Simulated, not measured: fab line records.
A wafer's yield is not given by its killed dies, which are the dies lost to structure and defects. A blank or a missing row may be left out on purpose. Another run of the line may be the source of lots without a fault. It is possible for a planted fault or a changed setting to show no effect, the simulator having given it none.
fab line records | flow nand-harc
record lots=13 wafers=39 last-day=33
route steps=1302 shown P_ZERO_WELL@46 P_STI@72 P_GATE@145 END@1302
lots that met no fault: from a run of the same line without faults
start-h: hours from the record's opening day to when the first of the lot's shown wafers began | wait-h: hours since the lot's step before | " the same as in the row above | L1.1+2: a single row standing in for several wafers | - no value present, or no start provided | * or withheld: withheld | < > ~ a bound
route shown NAME@n: a module of which the file shows steps, and the number in the route of the first | usual: mean/standard deviation of fault-free wafers | same: alike in all rows | chamber/n: place in a boat | sites: readings site by site | _std_site: the standard deviation of these | _edge_site: inner sites' mean taken away from outer sites' mean | radius-mm: how far each site lies from the wafer's centre | mask NAME#n: copy n | behind: tool/chamber where the wafer was last shaped | hold: what put the lot on hold/how long, in hours/how the hold closed | device: the transistor (n, p or np) that didn't switch | end of line: at the end of the route, the tests of the same wafers | a step with no rows: only its recipe | killed: not the wafer's yield, but the dies lost to structure and defects at the first sort | map: a wafer's dies, x killed, . not, _ none there
set.NAME: the setting the step ran with; set.NAME@STEP: the setting that earlier step ran with | model.NAME: the simulator's own value behind a step, which no gauge read
route steps across a sampled set of lots; one table per step, one row per wafer
services: the hour from which a tool's chamber was out of use, counted from the record's first day as start-h (under 0 if before that day), plus the number of hours and why
## steps
# step NHARC_P_ZERO_WELL_DESCUM_39
# recipe time-s=3 o2-flow-sccm=200 ar-flow-sccm=0 bias-power-w=0 chemistry=O2
# usual drypump-motor-current-A=6.0/0.44 mfc-ar-sccm=0.001/0.0032 oes-product-au=1.000/0.0066 rf-vpp-V=57.6/0.81 showerhead-plenum-p-Torr=1.86/0.067 throttle-valve-pct=11.311/0.0094
# columns lot.wafer tool chamber start-h wait-h drypump-motor-current-A mfc-ar-sccm oes-product-au rf-hours-counter-h rf-vpp-V showerhead-plenum-p-Torr throttle-valve-pct
L483.3 rie-diel-13 3 34.13 - 6.6 0 0.995 14 56.4 1.87 11.313
L483.1 " 0 " " 6.0 0 0.995 6 57.8 1.96 11.322
L483.4 " 1 " " 6.4 0.011 1.000 12 57.8 1.81 11.314
L484.3 rie-diel-03 0 44.33 - 6.0 0 0.991 33 57.1 1.95 11.297
L484.1 " 2 " " 5.0 0.008 0.992 30 57.8 1.90 11.314
L484.5 " 0 " " 6.0 0 0.993 - 58.5 1.95 11.318
L485.1 rie-diel-03 3 54.35 - 6.1 0 1.002 36 58.8 1.93 11.296
L485.2 " 1 " " 5.2 0 0.988 39 57.3 1.77 11.324
L485.6 " 3 " " 6.2 0 1.008 - 58.3 1.93 11.311
L486.4 rie-diel-12 0 64.42 - 6.2 0 0.994 45 57.5 1.88 11.321
L486.2 " 2 " " 6.3 0 1.000 49 57.2 1.93 11.311
L486.5 " 0 " " 6.2 0 1.003 - 56.6 1.88 11.321
L489.3 rie-diel-03 0 97.38 - 6.0 0 1.009 47 57.1 1.95 11.319
L489.5 " 0 " " 6.0 0 1.011 - 57.8 1.94 11.304
L489.4 " 3 " " 6.2 0 1.014 - 58.5 1.93 11.288
L490.3 rie-diel-03 1 104.13 - 5.2 0 1.008 44 57.1 1.77 11.307
L490.1 " 0 " " 6.0 0 0.999 50 59.6 1.94 11.309
L490.6 " 1 " " 5.2 0 1.001 - 57.2 1.77 11.305
L491.4 rie-diel-12 1 114.31 - 6.2 0 1.004 5 57.2 1.79 11.312
L491.1 " 2 " " 6.3 0 1.001 4 57.5 1.92 11.310
L491.5 " 1 " " 6.2 0 1.001 - 59.1 1.79 11.332
L492.3 rie-diel-12 0 124.45 - 6.2 0 1.007 11 57.2 1.88 11.326
L492.4 " 1 " " 6.2 0 1.004 11 56.6 1.79 11.313
L492.6 " 3 " " 5.9 0 1.001 - 56.7 1.78 11.319
L493.3 rie-diel-12 2 134.30 - 6.3 0 1.002 10 57.5 1.92 11.313
L493.6 " 3 " " 5.9 0 0.994 - 58.2 1.77 11.295
L493.5 " 0 " " 6.2 0 1.004 - 59.1 1.88 11.286
L494.2 rie-diel-03 0 144.25 - 6.0 0 0.998 11 56.9 1.94 11.312
L494.4 " 2 " " 5.0 0.008 0.993 7 57.5 1.90 11.301
L494.5 " 0 " " 6.0 0 1.000 - 57.5 1.94 11.307
L498.4 rie-diel-12 0 186.29 - 6.2 0 0.988 32 58.1 1.87 11.306
L498.2 " 1 " " 6.3 0 1.010 30 57.5 1.78 11.309
L498.5 " 1 " " 6.3 0 0.998 - 57.2 1.78 11.304
L501.1 rie-diel-12 1 214.24 - 6.2 0 1.013 35 56.3 1.78 11.329
L501.6 " 0 " " 6.2 0 1.002 - 57.1 1.87 11.316
L501.5 " 1 " " 6.2 0 1.001 - 57.1 1.78 11.319
L505.3 rie-diel-03 1 254.26 - 5.2 0 1.012 49 58.5 1.76 11.309
L505.2 " 3 " " 6.1 0 0.996 40 56.4 1.91 11.298
L505.5 " 1 " " 5.2 0 1.007 - 57.7 1.76 11.315
# step NHARC_P_ZERO_WELL_INSPECT_43
# usual raw-defect-count=13/5.7
# columns lot.wafer tool chamber start-h wait-h raw-defect-count
L483.1 defect-inspect-01 - 37.44 0.6 12
L483.3 " - " " 13
L483.4 " - " " 8
L484.1 defect-inspect-02 - 47.48 0.6 19
L484.3 " - " " 8
L484.5 " - " " 7
L485.1 defect-inspect-01 - 57.78 0.6 17
L485.2 " - " " 10
L485.6 " - " " 20
L486.2 defect-inspect-01 - 67.72 0.5 15
L486.4 " - " " 8
L486.5 " - " " 13
L489.3 defect-inspect-02 - 100.71 0.4 9
L489.4 " - " " 21
L489.5 " - " " 6
L490.1 defect-inspect-01 - 107.30 0.6 18
L490.3 " - " " 19
L490.6 " - " " 17
L491.1 defect-inspect-01 - 117.48 0.6 14
L491.4 " - " " 11
L491.5 " - " " 10
L492.3 defect-inspect-01 - 127.60 0.4 17
L492.4 " - " " 14
L492.6 " - " " 13
L493.3 defect-inspect-01 - 137.92 0.4 14
L493.5 " - " " 17
L493.6 " - " " 10
L494.2 defect-inspect-02 - 147.68 0.5 14
L494.4 " - " " 8
L494.5 " - " " 8
L498.2 defect-inspect-02 - 189.49 0.5 17
L498.4 " - " " 4
L498.5 " - " " 10
L501.1 defect-inspect-01 - 217.53 0.6 11
L501.5 " - " " 5
L501.6 " - " " 25
L505.2 defect-inspect-02 - 257.56 0.5 8
L505.3 " - " " 14
L505.5 " - " " 12
# step NHARC_P_STI_OXIDE_29
# recipe target-thk-a=100 temp-c=900 ox-time-s=1362 material=SiO2
# columns lot.wafer tool chamber start-h wait-h
L483.1+3+4 furnace-03 0 40.89 -
L484.1+3+5 furnace-06 0 50.74 -
L485.1+2+6 furnace-06 0 63.01 -
L486.2+4+5 furnace-03 0 72.97 -
L489.3+4+5 furnace-06 0 105.32 -
L490.1+3+6 furnace-06 0 113.25 -
L491.1+4+5 furnace-03 0 120.95 -
L492.3+4+6 furnace-07 0 133.76 -
L493.3+5+6 furnace-07 0 141.87 -
L493.3+5+6 furnace-03 0 148.68 3.1
L494.2+4+5 furnace-06 0 151.92 -
L498.2+4+5 furnace-07 0 193.44 -
L498.2+4+5 furnace-06 0 198.28 1.1
L501.1+5+6 furnace-07 0 222.56 -
L501.1+5+6 furnace-07 0 229.69 3.4
L505.2+3+5 furnace-07 0 261.77 -
# step NHARC_P_GATE_ETCH_104
# recipe target-depth-a=600 time-s=withheld cf4-flow-sccm=100 chf3-flow-sccm=30 ar-flow-sccm=0 rf-w=500 bias-w=200 chemistry=CF4/CHF3
# usual drypump-motor-current-A=6.0/0.52 mfc-ar-sccm=0.008/0.011 oes-product-au=0.958/0.021 rf-vpp-V=370.1/2.3 showerhead-plenum-p-Torr=1.56/0.061 throttle-valve-pct=16.804/0.0092
# columns lot.wafer tool chamber start-h wait-h drypump-motor-current-A mfc-ar-sccm oes-product-au rf-vpp-V showerhead-plenum-p-Torr throttle-valve-pct
L483.1 rie-diel-05 2 101.27 0.1 5.5 0 0.973 372.2 1.62 16.810
L483.4 " 0 " " 4.8 0.003 0.959 366.7 1.52 16.809
L483.3 " 1 " " 5.7 0 0.971 369.4 1.53 16.796
L485.1 rie-diel-06 0 126.46 0.1 5.8 0 0.965 373.7 1.64 16.800
L485.2 " 1 " " 5.9 0.013 0.997 373.0 1.61 16.811
L485.6 " 3 " " 6.5 0.026 0.960 367.7 1.49 16.811
L484.3 rie-diel-06 1 127.13 0.1 5.9 0.013 0.923 372.0 1.61 16.792
L484.1 " 2 " " 6.6 0 0.920 367.4 1.48 16.797
L484.5 " 2 " " 6.6 0 0.929 368.8 1.48 16.794
L486.4 rie-diel-06 2 140.28 0.1 6.6 0 0.962 366.6 1.48 16.801
L486.2 " 0 " " 5.8 0 0.984 372.3 1.64 16.795
L486.5 " 2 " " 6.6 0 0.960 365.2 1.48 16.819
L489.3 rie-diel-05 3 172.32 0.1 6.6 0 0.979 368.3 1.54 16.797
L489.4 " 1 " " 5.7 0 0.962 369.2 1.53 16.812
L489.5 " 2 " " 5.6 0 0.975 372.4 1.62 16.801
L490.1 rie-diel-06 1 172.75 0.1 5.9 0.013 0.951 371.5 1.61 16.802
L490.3 " 2 " " 6.6 0 0.959 368.6 1.48 16.806
L490.6 " 2 " " 6.6 0 0.968 367.0 1.48 16.812
L491.1 rie-diel-02 1 185.81 0.1 5.5 0 0.980 368.7 1.52 16.796
L491.4 " 0 " " 5.7 0.022 0.971 374.3 1.66 16.811
L491.5 " 1 " " 5.4 0 0.973 369.3 1.52 16.794
L492.4 rie-diel-06 1 196.86 0.1 5.9 0.013 0.963 373.6 1.61 16.795
L492.3 " 2 " " 6.6 0 0.980 366.3 1.48 16.810
L492.6 " 2 " " 6.6 0 0.975 367.8 1.48 16.830
L493.3 rie-diel-06 1 205.09 0.1 5.9 0.013 0.963 371.8 1.61 16.791
L493.6 " 1 " " 5.9 0.013 0.975 371.9 1.61 16.814
L493.5 " 2 " " 6.6 0 0.972 366.9 1.48 16.804
L494.4 rie-diel-05 2 217.54 0.1 5.5 0 0.978 372.6 1.62 16.802
L494.2 " 3 " " 6.6 0 0.979 369.0 1.54 16.793
L494.5 " 1 " " 5.7 0 0.961 369.2 1.53 16.809
L498.4 rie-diel-06 0 266.67 0.1 5.8 0 0.958 373.1 1.64 16.805
L498.2 " 1 " " 5.9 0.013 0.951 371.8 1.61 16.804
L498.5 " 1 " " 5.9 0.013 0.949 371.4 1.61 16.798
L501.1 rie-diel-05 0 287.80 0.1 4.8 0.003 0.921 368.9 1.52 16.810
L501.6 " 0 " " 4.9 0.003 0.920 369.0 1.52 16.801
L501.5 " 1 " " 5.7 0 0.931 369.0 1.53 16.799
L505.3 rie-diel-05 1 323.56 0.1 5.7 0 0.931 370.7 1.53 16.810
L505.2 " 0 " " 4.9 0.003 0.922 368.5 1.52 16.797
L505.5 " 2 " " 5.6 0 0.926 372.5 1.62 16.792
# step NHARC_END_SORT_01
# recipe temp-c=25
# usual killed-at-array=51/17 killed-at-other=1.6/2.1 killed-at-periphery=4/3.2 killed-dies=57/18 killed-open=2.9/1.7 killed-short=2.3/1.3
# same gross-dies=677
# columns lot.wafer tool chamber start-h wait-h killed-at-array killed-at-other killed-at-periphery killed-dies killed-open killed-short
L498.2 prober-02 0 716.06 2.8 62 5 1 68 3 2
# killed by level:class
L498.2 A_CHANNEL_HOLE_D1:chamber-film-flake=31 A_SLIT:chamber-film-flake=24 THIN_TSV:chamber-film-flake=4 P_STI:geometric-particle:short=1 A_ONON_D2:geometric-particle:short=1 A_SGD_CUT:geometric-particle:open=1 A_M0:geometric-particle:open=1 STARTING-WAFER:geometric-particle:open=1
## services
# columns tool chamber start-h hours kind
rie-diel-06 - 33.35 0.4 repair
rie-diel-05 - 52.60 9.0 pm
rie-diel-06 3 84.39 4.2 repair
rie-diel-12 1 87.26 4.3 repair
rie-diel-03 1 89.35 12.3 repair
rie-diel-12 - 91.56 9.0 pm
rie-diel-03 - 104.33 9.0 pm
rie-diel-06 - 108.54 1.2 repair
rie-diel-05 0 126.32 10.2 repair
rie-diel-06 - 130.20 9.0 pm
rie-diel-05 2 130.34 3.2 repair
rie-diel-12 0 131.76 2.1 repair
rie-diel-06 - 152.23 0.2 repair
rie-diel-03 0 155.76 11.8 repair
rie-diel-06 - 156.92 0.3 repair
rie-diel-12 1 159.57 2.8 repair
rie-diel-06 2 177.31 5.3 repair
rie-diel-12 3 193.36 5.1 repair
rie-diel-03 3 206.14 10.4 repair
furnace-07 - 236.87 9.3 repair
rie-diel-06 2 248.72 3.0 repair
rie-diel-12 - 268.56 9.0 pm
rie-diel-03 - 281.33 9.0 pm
rie-diel-06 - 307.20 9.0 pm
## key
first-sign step=NHARC_P_STI_OXIDE_29 reading=visit direction=added
effect none on later readings
met-at NHARC_P_STI_OXIDE_29
struck-lots L493,L498,L501
tester-left-out L493,L498,L501
not-acting-at NHARC_P_ZERO_WELL_DESCUM_39,NHARC_P_ZERO_WELL_INSPECT_43,NHARC_P_GATE_ETCH_104
fault kind=repeated-step-whole tool=furnace-03,furnace-06,furnace-07 chamber=- onset-h=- steps=NHARC_P_STI_OXIDE_29 times=1 scope=struck-lots-only
# tester-left-out: of these lots the tester's yield and bins aren't shown, on N5 and GAA mostly nor the transistor test; their killed dies are dies lost to structure and defects alone, not to doping, threshold or leakage, so they don't give the yield
